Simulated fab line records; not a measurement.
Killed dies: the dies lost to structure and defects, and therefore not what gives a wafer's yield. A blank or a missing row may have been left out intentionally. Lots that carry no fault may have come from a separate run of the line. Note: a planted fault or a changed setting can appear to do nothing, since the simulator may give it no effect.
Chamber matching -- flow n5Finfet -- N5_SDB_HM_DEP_00 on pecvd-04: 3 sister chambers
The step deposits SiNx from SiH4/NH3/N2, target thk 40 nm, time 35.3 s. 14 wafers are shown with their chamber, then 7 later ones without.

== WAFERS PAIRED WITH THEIR CHAMBERS ==
wafer,chamber,showerheadPlenumPTorr (Torr),throttleValvePct (%),heaterPowerW (W)
L075.3,0,5.02,38.4,710
L075.4,1,5.05,40.9,752
L075.6,0,5.00,38.3,693
L076.1,0,5.00,38.5,723
L076.3,2,5.22,39.7,711
L076.5,1,5.04,40.7,723
L079.3,1,5.03,40.7,773
L079.5,0,5.01,38.5,703
L079.6,1,5.05,40.9,781
L086.2,0,5.00,38.5,732
L086.4,0,5.01,38.3,724
L086.5,2,5.22,40.1,744
L094.1,0,5.02,38.4,644
L094.4,0,5.01,38.3,631

SIGNATURES, as means of the wafers listed above
reading,chamber 0,chamber 1,chamber 2,scatter within a chamber
showerheadPlenumPTorr,5.0088,5.0425,5.2200,0.00833
throttleValvePct,38.400,40.800,39.900,0.128
heaterPowerW,695.00,757.25,727.50,33.8
Rule: for each reading, subtract the chamber's mean from the wafer's reading, divide by that reading's scatter and square the result; add these up over the readings and take the root, which gives the wafer's distance from the chamber. The wafer belongs to the nearest chamber; if the next one is less than 2 further off, it can't be placed. The scatter is the square root of a quotient: the sum, over the shown wafers, of each reading's squared deviation from its chamber's mean, divided by wafers minus chambers.

== WAFERS MISSING THEIR CHAMBER ==
wafer,showerheadPlenumPTorr (Torr),throttleValvePct (%),heaterPowerW (W)
L094.5,5.05,40.7,769
L095.1,5.06,40.9,676
L095.3,5.00,38.6,660
L095.4,5.23,40.5,723
L097.2,5.07,40.9,799
L097.3,5.25,40.2,712
L097.5,5.23,40.4,707

== WHICH CHAMBER EACH ONE RAN IN ==
wafer,from the rows above,in truth
L094.5,1,1
L095.1,1,1
L095.3,0,0
L095.4,2,2
L097.2,1,1
L097.3,2,2
L097.5,2,2
Correct placement for 7 of the 7. From these rows, 0 cannot be placed. Placed wrongly: 0.
